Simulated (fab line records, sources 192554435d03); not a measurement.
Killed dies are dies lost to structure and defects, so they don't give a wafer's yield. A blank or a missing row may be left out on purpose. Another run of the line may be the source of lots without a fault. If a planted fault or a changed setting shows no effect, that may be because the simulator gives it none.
fab line records	flow n5-finfet
[record] lots = 24	wafers = 72	last-day = 18
route steps=1938 shown GATE_CUT@503 MOL_CONTACT_COAG@546 BEOL_M0_SAQP@638
lots with no fault: from the same line, run without faults
start-h: hours from the record's first day to the start of the lot's first wafer shown	wait-h: time in hours since the lot's previous step	" identical to the entry in the row above	L1.1+2: several wafers, shown together as one row	- no value, or no start given	* or withheld: withheld	< > ~ a bound
route shown NAME@n: a module of which the file shows steps, and the number in the route of the first	usual: average and standard deviation across the fault-free wafers	same: alike in all rows	chamber/n: place in a boat	sites: per-site readings	_std_site: their standard deviation	_edge_site: outer sites' mean less inner sites'	radius-mm: for every site, how far away it sits from the centre of the wafer	mask NAME#n: copy n	behind: the tool/chamber that last shaped the wafer	hold: the reason the lot was held/the length of the hold in hours/how it ended	device: whichever transistor did not switch (one of n, p or np)	end of line: the same wafers' tests at the end of the route	where a step has no rows: the recipe by itself	killed: the dies lost at the first sort to structure and to defects; this is not the yield of the wafer	map: per-die view of a wafer (x killed, . not killed, _ where there is no die)
set.NAME: the setting that was run; set.NAME@STEP: the one run at that earlier step	model.NAME: the simulator's own value behind a step, which no gauge read
steps of the route over a sample of lots; a table a step, a row a wafer
services: the hour from which a tool's chamber was out of use, counted from the record's first day as start-h (under 0 if before that day), plus the number of hours and why
[[steps]]
[step N5_GATE_CUT_ETCH_47]
[recipe] chemistry = Cl2/BCl3	target = SiO2	target-depth-a = 100	pressure-mtorr = 10	icp-w = 1000	bias-w = 126	Cl2_flow_sccm = 53.25	bcl3-flow-sccm = 21.75	Ar_flow_sccm = 25
[usual] chamber-pressure-mTorr = 9.999/0.0094	drypump-motor-current-A = 5.8/0.41	mfc-ar-sccm = 25.00/0.07	oes-product-au = 0.74/0.12	throttle-valve-pct = 22.77/0.19
lot.wafer	tool	chamber	start-h	wait-h	chamber-pressure-mTorr	drypump-motor-current-A	mfc-ar-sccm	oes-product-au	rf-hours-counter-h	throttle-valve-pct
L074.2	rie-metal-01	1	84.70	0.0	10.028	6.3	24.84	0.67	90	22.67
L074.3	"	0	"	"	10.012	5.4	25.00	0.61	-	22.51
L074.5	"	1	"	"	10.009	6.3	25.03	0.67	-	22.68
L075.1	rie-metal-03	1	91.44	0.0	9.986	5.7	25.06	0.58	146	23.36
L075.5	"	1	"	"	9.998	5.7	25.06	0.58	-	23.36
L075.6	"	0	"	"	9.994	6.2	24.92	0.80	-	22.90
L076.1	rie-metal-02	1	97.63	0.0	10.002	5.2	24.94	0.87	10	23.00
L076.3	"	0	"	"	10.000	5.8	24.94	0.70	-	22.60
L076.5	"	1	"	"	10.003	5.2	25.10	0.87	-	23.01
L077.2	rie-metal-01	1	102.25	0.0	10.009	6.3	24.95	0.67	91	22.68
L077.5	"	0	"	"	9.991	5.3	24.97	0.61	-	22.53
L077.6	"	1	"	"	9.981	6.3	24.90	0.67	-	22.68
L078.3	rie-metal-01	1	111.43	0.0	9.994	6.3	25.08	0.67	-	22.68
L078.5	"	1	"	"	10.001	6.3	24.98	0.67	-	22.67
L078.6	"	0	"	"	9.996	5.3	25.10	0.62	-	22.51
L079.2	rie-metal-01	0	113.98	0.0	9.982	5.4	24.94	0.62	124	22.52
L079.5	"	1	"	"	9.988	6.3	25.16	0.67	-	22.68
L079.6	"	0	"	"	10.005	5.4	24.98	0.61	-	22.50
L080.2	rie-metal-02	1	126.65	0.0	10.013	5.3	24.87	0.87	12	23.00
L080.3	"	1	"	"	10.002	5.3	24.94	0.86	-	23.00
L080.6	"	1	"	"	9.988	5.3	24.89	0.87	-	23.00
L081.1	rie-metal-02	1	129.24	0.0	10.007	5.3	24.92	0.87	12	23.00
L081.4	"	1	"	"	9.993	5.2	24.89	0.87	-	23.01
L081.6	"	1	"	"	10.003	5.2	24.92	0.87	-	23.01
L082.1	rie-metal-03	0	134.88	0.1	10.001	6.2	25.04	0.79	35	22.93
L082.2	"	0	"	"	9.998	6.2	25.02	0.80	-	22.90
L082.5	"	0	"	"	10.000	6.2	25.11	0.79	-	22.91
L083.2	rie-metal-01	1	142.33	0.0	10.016	6.3	25.10	0.67	95	22.69
L083.5	"	1	"	"	9.980	6.3	24.96	0.67	-	22.67
L083.6	"	0	"	"	9.990	5.4	25.02	0.61	-	22.51
L084.1	rie-metal-03	0	149.29	0.0	10.010	6.2	25.00	0.78	37	22.91
L084.5	"	1	"	"	9.999	5.7	24.96	0.98	-	22.87
L084.6	"	0	"	"	10.007	6.2	25.11	0.78	-	22.93
L085.2	rie-metal-03	0	152.07	0.0	9.989	6.2	25.06	0.79	37	22.92
L085.3	"	0	"	"	9.996	6.2	24.93	0.80	-	22.93
L085.5	"	1	"	"	10.009	5.7	25.06	0.98	-	22.88
L086.1	rie-metal-03	0	159.55	0.0	9.997	6.2	25.03	0.79	38	22.93
L086.5	"	0	"	"	10.001	6.1	25.09	0.78	-	22.92
L086.6	"	1	"	"	10.012	5.7	25.12	0.97	-	22.89
L087.2	rie-metal-01	1	169.95	0.0	9.991	6.3	24.92	0.66	98	22.70
L087.3	"	1	"	"	9.992	6.3	24.93	0.66	-	22.71
L087.5	"	0	"	"	9.987	5.3	25.04	0.61	-	22.52
L088.1	rie-metal-01	0	171.98	0.0	9.999	5.3	25.01	0.61	131	22.54
L088.3	"	1	"	"	10.016	6.3	25.07	0.65	-	22.70
L088.5	"	1	"	"	10.013	6.3	24.97	0.66	-	22.68
L089.1	rie-metal-03	1	176.99	0.0	9.989	5.7	25.01	0.96	3	22.89
L089.2	"	0	"	"	10.010	6.2	25.07	0.78	39	22.94
L089.5	"	1	"	"	10.011	5.7	24.97	0.97	-	22.90
L090.1	rie-metal-02	0	187.43	0.0	10.003	5.8	24.98	0.70	81	22.63
L090.3	"	1	"	"	9.994	5.3	25.03	0.84	-	23.02
L090.4	"	0	"	"	9.998	5.8	24.91	0.69	-	22.61
L091.1	rie-metal-02	0	189.17	0.0	9.991	5.8	25.00	0.70	81	22.61
L091.2	"	1	"	"	9.995	5.2	25.05	0.84	17	23.01
L091.5	"	1	"	"	10.001	5.3	25.02	0.84	-	23.02
L092.1	rie-metal-03	1	199.09	0.1	9.988	5.7	24.97	0.94	5	22.90
L092.2	"	1	"	"	10.021	5.7	25.05	0.96	-	22.89
L092.3	"	1	"	"	9.979	5.7	25.06	0.95	-	22.91
L093.1	rie-metal-01	1	202.73	0.0	9.999	6.3	25.05	0.66	101	22.71
L093.4	"	1	"	"	9.988	6.3	25.11	0.65	-	22.71
L093.5	"	0	"	"	10.000	5.3	25.03	0.60	-	22.53
L094.2	rie-metal-02	1	207.62	0.0	10.003	5.3	24.94	0.84	18	23.01
L094.4	"	1	"	"	10.007	5.3	24.85	0.84	-	23.03
L094.5	"	1	"	"	10.010	5.3	25.02	0.83	-	23.02
L095.2	rie-metal-01	1	214.16	0.1	9.991	6.3	24.97	0.65	-	22.68
L095.3	"	1	"	"	9.996	6.3	25.07	0.65	-	22.71
L095.4	"	1	"	"	9.987	6.3	25.11	0.65	-	22.71
L096.2	rie-metal-01	1	220.77	0.1	10.000	6.3	24.94	0.64	-	22.71
L096.3	"	1	"	"	10.000	6.3	25.01	0.65	-	22.71
L096.6	"	1	"	"	10.001	6.3	24.98	0.65	-	22.72
L097.1	rie-metal-02	0	225.85	0.0	10.008	5.8	25.00	0.69	84	22.64
L097.5	"	0	"	"	10.003	5.8	24.98	0.69	-	22.63
L097.6	"	1	"	"	10.010	5.2	24.93	0.83	-	23.01
[step N5_MOL_CONTACT_COAG_PRE_CLEAN_141]
[recipe] gas = H2/He	time-s = 60	temp-c = 300
[usual] heater-power-w = 447/51
lot.wafer	tool	chamber	start-h	wait-h	heater-power-w
L074.2	pvd-sputter-01	-	89.70	0.2	398
L074.3	"	-	"	"	499
L074.5	"	-	"	"	402
L075.1	pvd-sputter-01	-	96.76	0.2	507
L075.5	"	-	"	"	405
L075.6	"	-	"	"	403
L076.1	pvd-sputter-03	-	103.28	0.2	428
L076.3	"	-	"	"	454
L076.5	"	-	"	"	439
L077.2	pvd-sputter-01	-	108.42	0.2	391
L077.5	"	-	"	"	480
L077.6	"	-	"	"	497
L078.3	pvd-sputter-01	-	118.73	0.3	499
L078.5	"	-	"	"	404
L078.6	"	-	"	"	500
L079.2	pvd-sputter-02	-	119.80	0.3	468
L079.5	"	-	"	"	487
L079.6	"	-	"	"	418
L080.2	pvd-sputter-03	-	132.57	1.1	391
L080.3	"	-	"	"	401
L080.6	"	-	"	"	439
L081.1	pvd-sputter-01	-	136.42	2.2	402
L081.4	"	-	"	"	404
L081.6	"	-	"	"	404
L082.1	pvd-sputter-03	-	139.94	0.2	455
L082.2	"	-	"	"	386
L082.5	"	-	"	"	404
L083.2	pvd-sputter-02	-	148.98	1.7	500
L083.5	"	-	"	"	573
L083.6	"	-	"	"	469
L084.1	pvd-sputter-01	-	156.66	0.9	401
L084.5	"	-	"	"	491
L084.6	"	-	"	"	508
L085.2	pvd-sputter-03	-	161.18	4.1	438
L085.3	"	-	"	"	396
L085.5	"	-	"	"	434
L086.1	pvd-sputter-01	-	167.99	3.2	415
L086.5	"	-	"	"	506
L086.6	"	-	"	"	489
L087.2	pvd-sputter-03	-	175.85	0.6	391
L087.3	"	-	"	"	442
L087.5	"	-	"	"	399
L088.1	pvd-sputter-01	-	178.76	1.8	482
L088.3	"	-	"	"	511
L088.5	"	-	"	"	503
L089.1	pvd-sputter-02	-	182.80	0.5	464
L089.2	"	-	"	"	496
L089.5	"	-	"	"	484
L091.1	pvd-sputter-01	-	196.31	1.6	400
L091.2	"	-	"	"	509
L091.5	"	-	"	"	403
L090.1	pvd-sputter-02	-	196.36	1.5	417
L090.3	"	-	"	"	496
L090.4	"	-	"	"	595
L092.1	pvd-sputter-01	-	204.41	0.4	398
L092.2	"	-	"	"	402
L092.3	"	-	"	"	485
L093.1	pvd-sputter-03	-	208.21	0.6	397
L093.4	"	-	"	"	421
L093.5	"	-	"	"	392
L094.2	pvd-sputter-01	-	213.69	0.6	509
L094.4	"	-	"	"	406
L094.5	"	-	"	"	405
L095.2	pvd-sputter-01	-	221.16	0.9	484
L095.3	"	-	"	"	492
L095.4	"	-	"	"	407
L096.2	pvd-sputter-01	-	229.45	0.7	495
L096.3	"	-	"	"	396
L096.6	"	-	"	"	399
L097.1	pvd-sputter-02	-	233.23	0.9	427
L097.5	"	-	"	"	421
L097.6	"	-	"	"	486
[step N5_MOL_CONTACT_COAG_INSPECT_42]
[recipe] mode = adi	inspect-instrument = brightfield
[usual] raw-defect-count = 198/49
lot.wafer	tool	chamber	start-h	wait-h	raw-defect-count
L074.2	defect-inspect-02	-	98.36	0.0	232
L074.3	"	-	"	"	354
L074.5	"	-	"	"	313
L075.1	defect-inspect-02	-	109.83	0.1	143
L075.5	"	-	"	"	154
L075.6	"	-	"	"	208
L076.1	defect-inspect-01	-	111.33	0.1	189
L076.3	"	-	"	"	156
L076.5	"	-	"	"	167
L077.2	defect-inspect-02	-	117.57	0.0	179
L077.5	"	-	"	"	189
L077.6	"	-	"	"	274
L078.3	defect-inspect-02	-	127.20	0.0	153
L078.5	"	-	"	"	185
L078.6	"	-	"	"	151
L079.2	defect-inspect-02	-	127.85	0.0	209
L079.5	"	-	"	"	190
L079.6	"	-	"	"	275
L080.2	defect-inspect-01	-	142.24	0.0	153
L080.3	"	-	"	"	148
L080.6	"	-	"	"	115
L081.1	defect-inspect-01	-	144.95	0.1	189
L081.4	"	-	"	"	171
L081.6	"	-	"	"	196
L082.1	defect-inspect-02	-	149.34	0.1	151
L082.2	"	-	"	"	126
L082.5	"	-	"	"	209
L083.2	defect-inspect-02	-	157.13	0.0	166
L083.5	"	-	"	"	244
L083.6	"	-	"	"	228
L084.1	defect-inspect-02	-	167.77	0.1	237
L084.5	"	-	"	"	266
L084.6	"	-	"	"	217
L085.2	defect-inspect-02	-	170.42	0.0	216
L085.3	"	-	"	"	196
L085.5	"	-	"	"	155
L086.1	defect-inspect-01	-	177.37	0.1	226
L086.5	"	-	"	"	184
L086.6	"	-	"	"	307
L087.2	defect-inspect-01	-	188.21	0.0	206
L087.3	"	-	"	"	232
L087.5	"	-	"	"	263
L088.1	defect-inspect-01	-	190.07	0.1	246
L088.3	"	-	"	"	222
L088.5	"	-	"	"	246
L089.1	defect-inspect-02	-	193.35	0.1	231
L089.2	"	-	"	"	248
L089.5	"	-	"	"	172
L091.1	defect-inspect-01	-	205.16	0.1	251
L091.2	"	-	"	"	262
L091.5	"	-	"	"	228
L090.1	defect-inspect-01	-	205.59	0.1	155
L090.3	"	-	"	"	165
L090.4	"	-	"	"	169
L092.1	defect-inspect-02	-	212.92	0.1	202
L092.2	"	-	"	"	158
L092.3	"	-	"	"	167
L093.1	defect-inspect-02	-	219.18	0.1	196
L093.4	"	-	"	"	199
L093.5	"	-	"	"	291
L094.2	defect-inspect-01	-	221.97	0.0	183
L094.4	"	-	"	"	202
L094.5	"	-	"	"	176
L095.2	defect-inspect-02	-	228.95	0.0	227
L095.3	"	-	"	"	181
L095.4	"	-	"	"	164
L096.2	defect-inspect-01	-	239.50	0.0	214
L096.3	"	-	"	"	179
L096.6	"	-	"	"	211
L097.1	defect-inspect-01	-	244.77	0.1	187
L097.5	"	-	"	"	151
L097.6	"	-	"	"	79
[step N5_MOL_CONTACT_COAG_ETCHBACK_134]
[recipe] chemistry = CHF3	target = SiO2	target-depth-a = 100	time-s = 6.7	ion-energy-ev = 200	pressure-mtorr = 30	source-w = 610	bias-w = 170	Ar_flow_sccm = 200	CHF3_flow_sccm = 50
[usual] chamber-pressure-mTorr = 29.997/0.027	drypump-motor-current-A = 5.6/0.51	mfc-ar-sccm = 200.0/0.64	oes-product-au = 0.80/0.1	rf-vpp-V = 519/9.4	showerhead-plenum-p-Torr = 2.36/0.082	throttle-valve-pct = 18.69/0.21
lot.wafer	tool	chamber	start-h	wait-h	chamber-pressure-mTorr	drypump-motor-current-A	mfc-ar-sccm	oes-product-au	rf-hours-counter-h	rf-vpp-V	showerhead-plenum-p-Torr	throttle-valve-pct
L074.2	rie-diel-06	2	100.04	0.2	30.021	5.5	199.9	0.90	29	522	2.41	18.84
L074.3	"	3	"	"	29.956	5.3	200.3	0.68	242	520	2.34	18.60
L074.5	"	2	"	"	30.005	5.5	199.7	0.90	-	524	2.41	18.85
L075.1	rie-diel-06	0	110.20	0.1	29.988	5.5	198.6	0.69	239	497	2.25	18.96
L075.5	"	2	"	"	29.998	5.5	198.7	0.90	-	523	2.41	18.86
L075.6	"	1	"	"	30.022	4.9	200.1	0.83	-	535	2.41	18.47
L076.1	rie-diel-01	3	112.54	0.1	30.014	6.0	199.7	0.68	247	518	2.36	19.14
L076.3	"	0	"	"	29.987	6.0	200.1	0.80	91	512	2.41	18.72
L076.5	"	0	"	"	29.983	6.0	199.5	0.81	-	512	2.42	18.70
L077.2	rie-diel-06	2	118.88	0.1	30.041	5.5	200.0	0.88	38	524	2.41	18.86
L077.5	"	0	"	"	29.979	5.5	199.5	0.70	-	498	2.25	18.97
L077.6	"	1	"	"	30.022	4.9	201.1	0.83	-	534	2.41	18.48
L078.3	rie-diel-01	1	127.87	0.1	30.008	6.7	198.8	0.69	244	516	2.34	19.14
L078.5	"	1	"	"	29.961	6.7	199.2	0.69	-	516	2.34	19.15
L078.6	"	0	"	"	30.005	6.0	199.8	0.80	-	512	2.41	18.73
L079.2	rie-diel-01	1	128.66	0.1	29.986	6.7	198.9	0.69	245	517	2.34	19.13
L079.5	"	1	"	"	29.920	6.7	199.5	0.69	-	517	2.34	19.14
L079.6	"	0	"	"	30.046	6.0	199.7	0.79	-	514	2.41	18.72
L080.2	rie-diel-02	0	142.59	0.1	29.957	5.6	200.1	0.73	171	508	2.26	18.71
L080.3	"	3	"	"	30.013	6.5	199.0	0.69	203	514	2.26	18.43
L080.6	"	3	"	"	30.008	6.5	199.8	0.69	-	514	2.26	18.42
L081.1	rie-diel-06	2	145.36	0.1	29.990	5.5	199.1	0.86	48	523	2.40	18.88
L081.4	"	1	"	"	29.986	4.9	200.2	0.81	-	535	2.40	18.49
L081.6	"	3	"	"	30.006	5.3	200.7	0.96	-	517	2.34	18.27
L082.1	rie-diel-01	0	149.69	0.1	29.964	6.0	200.5	0.78	112	513	2.41	18.72
L082.2	"	3	"	"	30.032	6.0	200.4	0.96	5	516	2.36	18.75
L082.5	"	2	"	"	29.968	5.1	200.4	0.68	-	530	2.34	18.66
L083.2	rie-diel-02	0	157.93	0.1	30.004	5.6	200.4	0.73	180	509	2.26	18.71
L083.5	"	0	"	"	30.010	5.6	200.1	0.73	-	506	2.26	18.71
L083.6	"	1	"	"	29.996	5.4	199.8	0.66	-	521	2.27	18.87
L084.1	rie-diel-06	3	168.63	0.5	29.990	5.3	200.1	0.93	13	516	2.34	18.27
L084.5	"	2	"	"	30.004	5.5	199.4	0.85	-	521	2.40	18.89
L084.6	"	1	"	"	30.043	4.9	200.5	0.80	-	535	2.40	18.51
L085.2	rie-diel-02	3	171.90	0.2	30.001	6.5	199.8	0.68	207	514	2.25	18.45
L085.3	"	0	"	"	29.997	5.6	200.4	0.73	185	507	2.26	18.72
L085.5	"	0	"	"	30.012	5.6	199.9	0.73	-	508	2.26	18.72
L086.1	rie-diel-01	1	177.77	0.1	30.016	6.7	200.4	0.97	6	518	2.33	18.71
L086.5	"	0	"	"	30.028	6.0	200.8	0.77	-	512	2.40	18.75
L086.6	"	1	"	"	29.961	6.7	199.8	0.96	-	515	2.33	18.72
L087.2	rie-diel-06	2	188.60	0.1	29.987	5.5	200.2	0.84	63	523	2.40	18.90
L087.3	"	3	"	"	29.977	5.3	200.6	0.92	19	519	2.33	18.27
L087.5	"	0	"	"	29.974	5.5	199.0	0.96	-	505	2.53	18.52
L088.1	rie-diel-02	2	190.93	0.1	30.017	5.4	200.0	0.95	11	528	2.54	18.63
L088.3	"	1	"	"	29.969	5.4	199.5	0.66	241	522	2.27	18.90
L088.5	"	1	"	"	30.027	5.4	199.9	0.67	-	522	2.27	18.89
L089.1	rie-diel-02	3	193.99	0.4	30.030	6.5	200.2	0.68	214	514	2.25	18.45
L089.2	"	1	"	"	30.026	5.4	199.8	0.67	242	521	2.27	18.87
L089.5	"	2	"	"	30.030	5.5	199.4	0.96	-	527	2.54	18.64
L091.1	rie-diel-02	2	205.87	0.1	29.988	5.4	199.8	0.93	16	527	2.54	18.61
L091.2	"	3	"	"	29.933	6.6	200.4	0.68	218	514	2.25	18.45
L091.5	"	1	"	"	29.981	5.3	201.4	0.66	-	522	2.26	18.89
L090.1	rie-diel-06	3	206.16	0.2	29.990	5.3	199.4	0.90	25	518	2.33	18.29
L090.3	"	1	"	"	29.995	4.9	198.9	0.78	131	534	2.39	18.52
L090.4	"	0	"	"	30.011	5.5	200.4	0.95	14	504	2.53	18.53
L092.1	rie-diel-01	2	213.28	0.1	29.977	5.1	199.8	0.96	10	530	2.33	18.18
L092.2	"	1	"	"	30.042	6.7	199.5	0.92	17	515	2.33	18.73
L092.3	"	3	"	"	30.001	6.1	199.6	0.89	27	518	2.35	18.77
L093.1	rie-diel-06	0	219.53	0.1	29.989	5.5	201.5	0.94	19	504	2.52	18.54
L093.4	"	3	"	"	30.005	5.3	200.6	0.90	31	519	2.33	18.30
L093.5	"	0	"	"	29.992	5.5	200.6	0.93	-	504	2.52	18.53
L094.2	rie-diel-01	3	222.47	0.1	30.036	6.1	199.3	0.88	31	517	2.35	18.80
L094.4	"	0	"	"	30.035	6.0	198.7	0.76	138	512	2.40	18.77
L094.5	"	0	"	"	29.978	6.0	199.2	0.75	-	512	2.40	18.78
L095.2	rie-diel-06	0	229.31	0.1	29.956	5.6	199.6	0.92	22	505	2.52	18.55
L095.3	"	2	"	"	29.961	5.5	199.9	0.83	72	523	2.39	18.92
L095.4	"	3	"	"	29.943	5.2	198.8	0.89	34	517	2.33	18.31
L096.2	rie-diel-02	0	239.93	0.2	29.943	5.6	200.3	0.70	209	508	2.25	18.76
L096.3	"	2	"	"	29.979	5.4	201.3	0.90	30	527	2.53	18.66
L096.6	"	0	"	"	29.993	5.6	201.0	0.70	-	507	2.25	18.76
L097.1	rie-diel-06	2	245.12	0.1	30.018	5.5	199.1	0.83	78	522	2.39	18.93
L097.5	"	2	"	"	29.976	5.5	198.9	0.83	-	521	2.39	18.93
L097.6	"	1	"	"	30.025	4.9	200.2	0.78	-	533	2.39	18.55
[step N5_BEOL_M0_SAQP_PECVD_04]
[recipe] material = a-Si	target-thk-a = 600	temp-c = 350	precursor = SiH4/He	pressure-torr = 3	rf-w = 100	time-s = 60.2
[usual] heater-power-w = 646/41	showerhead-plenum-p-Torr = 5.66/0.052	showerhead-vpp-V = 629/31	throttle-valve-pct = 18.6/1.7
lot.wafer	tool	chamber	start-h	wait-h	heater-power-w	showerhead-plenum-p-Torr	showerhead-vpp-V	throttle-valve-pct
L074.2	pecvd-04	2	105.30	0.0	673	5.58	585	16.7
L074.3	"	1	"	"	597	5.67	655	18.8
L074.5	"	0	"	"	673	5.66	644	21.8
L075.1	pecvd-02	2	116.02	0.0	595	5.72	621	18.5
L075.5	"	1	"	"	635	5.73	624	18.3
L075.6	"	0	"	"	639	5.60	698	19.9
L076.1	pecvd-01	1	118.51	0.0	616	5.62	616	17.3
L076.3	"	0	"	"	704	5.75	615	18.8
L076.5	"	0	"	"	702	5.75	617	19.1
L077.2	pecvd-04	1	123.83	0.0	570	5.67	640	18.3
L077.5	"	2	"	"	687	5.58	584	16.6
L077.6	"	1	"	"	576	5.66	658	18.5
L078.3	pecvd-02	1	136.81	0.0	659	5.73	635	18.4
L078.5	"	1	"	"	671	5.74	631	18.4
L078.6	"	2	"	"	645	5.71	632	18.4
L079.2	pecvd-04	0	136.86	0.0	574	5.67	643	22.1
L079.5	"	2	"	"	672	5.60	584	16.8
L079.6	"	0	"	"	580	5.64	626	21.9
L080.2	pecvd-04	1	149.11	0.0	559	5.67	661	18.3
L080.3	"	2	"	"	695	5.59	587	16.8
L080.6	"	0	"	"	652	5.67	651	22.0
L081.1	pecvd-01	2	151.63	0.0	627	5.70	667	17.9
L081.4	"	2	"	"	643	5.70	659	17.8
L081.6	"	0	"	"	625	5.76	609	18.8
L082.1	pecvd-04	2	155.89	0.0	695	5.59	593	17.0
L082.2	"	0	"	"	659	5.65	639	22.1
L082.5	"	0	"	"	661	5.68	637	22.1
L083.2	pecvd-04	0	163.67	0.0	591	5.66	648	22.2
L083.5	"	0	"	"	625	5.67	635	22.2
L083.6	"	1	"	"	638	5.66	657	18.6
L084.1	pecvd-02	2	175.44	0.0	602	5.73	632	18.5
L084.5	"	1	"	"	690	5.73	627	18.3
L084.6	"	2	"	"	610	5.72	622	18.3
L085.2	pecvd-04	0	176.93	0.0	658	5.65	641	22.4
L085.3	"	2	"	"	587	5.59	581	16.8
L085.5	"	1	"	"	611	5.66	656	18.5
L086.1	pecvd-04	2	185.41	0.0	687	5.60	593	16.9
L086.5	"	1	"	"	653	5.69	656	18.4
L086.6	"	2	"	"	695	5.60	583	16.9
L087.2	pecvd-04	2	196.45	0.0	680	5.59	590	17.0
L087.3	"	1	"	"	630	5.66	657	18.5
L087.5	"	1	"	"	604	5.65	641	18.6
L088.1	pecvd-01	1	196.81	0.0	691	5.64	612	17.3
L088.3	"	2	"	"	614	5.69	646	17.9
L088.5	"	0	"	"	699	5.75	613	18.8
L089.1	pecvd-02	0	200.27	0.0	649	5.61	692	19.7
L089.2	"	2	"	"	597	5.73	626	18.6
L089.5	"	0	"	"	667	5.62	686	20.2
L091.1	pecvd-04	1	213.06	0.0	576	5.66	655	18.5
L091.2	"	2	"	"	698	5.59	584	16.9
L091.5	"	2	"	"	683	5.59	587	16.8
L090.1	pecvd-01	1	214.27	0.0	704	5.63	599	17.1
L090.3	"	0	"	"	670	5.75	615	19.4
L090.4	"	1	"	"	690	5.64	614	17.6
L092.1	pecvd-01	1	220.22	0.0	680	5.64	613	17.1
L092.2	"	0	"	"	698	5.74	605	19.2
L092.3	"	0	"	"	695	5.73	600	19.4
L093.1	pecvd-04	1	228.61	0.0	563	5.66	658	18.5
L093.4	"	2	"	"	672	5.58	582	17.0
L093.5	"	1	"	"	561	5.66	647	18.4
L094.2	pecvd-04	0	229.01	0.0	611	5.64	641	22.4
L094.4	"	1	"	"	572	5.66	647	18.3
L094.5	"	0	"	"	612	5.66	635	22.6
L095.2	pecvd-02	2	234.75	0.0	655	5.72	644	18.7
L095.3	"	0	"	"	639	5.61	700	20.2
L095.4	"	2	"	"	668	5.72	629	18.6
L096.2	pecvd-01	0	246.94	0.0	694	5.74	606	19.2
L096.3	"	1	"	"	678	5.63	600	16.9
L096.6	"	2	"	"	639	5.70	652	15.6
L097.1	pecvd-01	0	254.51	0.0	686	5.75	611	19.4
L097.5	"	1	"	"	649	5.63	612	17.3
L097.6	"	2	"	"	632	5.70	651	15.7
[step N5_BEOL_M0_SAQP_HM_DEP_111]
[recipe] material = SiO2	target-thk-a = 120	temp-c = 400	precursor = SiH4/N2O	pressure-torr = 0.75	rf-w = 275	time-s = 7.2
[usual] heater-power-w = 800/52	showerhead-plenum-p-Torr = 8.16/0.14	showerhead-vpp-V = 1057/55
lot.wafer	tool	chamber	start-h	wait-h	heater-power-w	showerhead-plenum-p-Torr	showerhead-vpp-V
L074.2	pecvd-02	1	105.44	0.0	876	8.32	1054
L074.3	"	2	"	"	759	8.29	1048
L074.5	"	1	"	"	878	8.31	1069
L075.1	pecvd-04	2	116.16	0.0	776	7.94	942
L075.5	"	1	"	"	723	8.14	1093
L075.6	"	2	"	"	782	7.95	981
L076.1	pecvd-02	2	118.64	0.0	751	8.27	1028
L076.3	"	0	"	"	851	8.00	1145
L076.5	"	2	"	"	769	8.28	1042
L077.2	pecvd-01	1	123.96	0.0	793	8.06	1005
L077.5	"	2	"	"	691	8.24	1085
L077.6	"	1	"	"	811	8.06	1013
L078.3	pecvd-02	1	136.95	0.0	795	8.32	1051
L078.5	"	0	"	"	815	8.01	1148
L078.6	"	1	"	"	784	8.31	1058
L079.2	pecvd-04	1	136.99	0.0	753	8.14	1074
L079.5	"	0	"	"	782	8.11	1071
L079.6	"	1	"	"	770	8.15	1083
L080.2	pecvd-02	0	149.24	0.0	847	8.03	1127
L080.3	"	1	"	"	779	8.33	1072
L080.6	"	0	"	"	877	8.00	1132
L081.1	pecvd-01	2	151.76	0.0	715	8.25	1081
L081.4	"	0	"	"	797	8.36	1019
L081.6	"	1	"	"	814	8.07	992
L082.1	pecvd-01	2	156.02	0.0	751	8.25	1096
L082.2	"	0	"	"	777	8.35	1026
L082.5	"	0	"	"	771	8.36	1022
L083.2	pecvd-02	2	163.80	0.0	724	8.29	1038
L083.5	"	0	"	"	852	8.03	1139
L083.6	"	2	"	"	714	8.28	1041
L084.1	pecvd-04	2	175.57	0.0	811	7.92	960
L084.5	"	1	"	"	708	8.14	1081
L084.6	"	0	"	"	697	8.10	1039
L085.2	pecvd-04	1	177.08	0.1	807	8.15	1064
L085.3	"	2	"	"	815	7.93	964
L085.5	"	0	"	"	796	8.12	1054
L086.1	pecvd-02	2	185.57	0.0	774	8.29	1035
L086.5	"	0	"	"	750	8.00	1167
L086.6	"	1	"	"	891	8.32	1070
L087.2	pecvd-02	0	196.61	0.0	770	8.02	1152
L087.3	"	2	"	"	834	8.28	1030
L087.5	"	0	"	"	776	7.98	1124
L088.1	pecvd-04	1	196.94	0.0	772	8.14	1069
L088.3	"	2	"	"	865	7.93	979
L088.5	"	1	"	"	779	8.14	1071
L089.1	pecvd-04	1	200.41	0.0	712	8.14	1091
L089.2	"	2	"	"	817	7.92	973
L089.5	"	2	"	"	811	7.94	955
L091.1	pecvd-01	0	213.20	0.0	827	8.36	1011
L091.2	"	1	"	"	892	8.07	1026
L091.5	"	1	"	"	867	8.06	1009
L090.1	pecvd-04	2	214.44	0.0	862	7.94	978
L090.3	"	1	"	"	805	8.13	1087
L090.4	"	0	"	"	787	8.12	1052
L092.1	pecvd-02	1	220.38	0.0	750	8.29	1045
L092.2	"	2	"	"	724	8.32	1029
L092.3	"	0	"	"	827	8.03	1139
L093.1	pecvd-02	0	228.74	0.0	800	8.03	1153
L093.4	"	1	"	"	872	8.31	1037
L093.5	"	1	"	"	865	8.31	1048
L094.2	pecvd-02	0	229.14	0.0	839	8.03	1144
L094.4	"	1	"	"	899	8.31	1055
L094.5	"	1	"	"	880	8.30	1044
L095.2	pecvd-02	1	234.88	0.0	794	8.31	1044
L095.3	"	0	"	"	779	8.01	1163
L095.4	"	0	"	"	779	8.01	1139
L096.2	pecvd-02	2	247.07	0.0	785	8.28	1043
L096.3	"	1	"	"	901	8.32	1035
L096.6	"	0	"	"	807	8.03	1151
L097.1	pecvd-04	1	254.65	0.0	796	8.15	1069
L097.5	"	2	"	"	888	7.95	986
L097.6	"	0	"	"	777	8.13	1058
[[services]]
tool	chamber	start-h	hours	kind
pecvd-04	2	70.36	2.1	scheduled-down
pvd-sputter-02	-	78.25	1.7	repair
rie-diel-02	-	96.68	28.1	pm
pvd-sputter-01	-	99.50	4.9	repair
rie-diel-01	-	105.62	2.8	pm
pecvd-04	1	107.70	5.5	scheduled-down
rie-metal-02	-	107.96	1.2	repair
pecvd-04	-	116.67	4.2	repair
rie-diel-02	3	126.12	3.5	repair
rie-diel-02	3	143.67	19.0	repair
pecvd-01	-	145.77	0.4	repair
pvd-sputter-02	-	157.68	14.3	repair
pecvd-01	-	167.41	28.1	pm
pecvd-02	1	176.31	5.5	scheduled-down
pecvd-04	0	185.10	15.7	repair
pecvd-02	-	193.63	1.1	repair
rie-metal-03	0	196.03	8.7	repair
pvd-sputter-02	-	207.32	1.6	repair
rie-diel-02	1	209.60	1.2	repair
rie-diel-06	2	212.80	6.6	repair
pecvd-04	2	216.12	-	calibration
pecvd-02	2	227.03	2.5	repair
pecvd-04	-	229.60	7.4	repair
rie-diel-01	0	231.78	6.0	repair
[[key]]
fault none
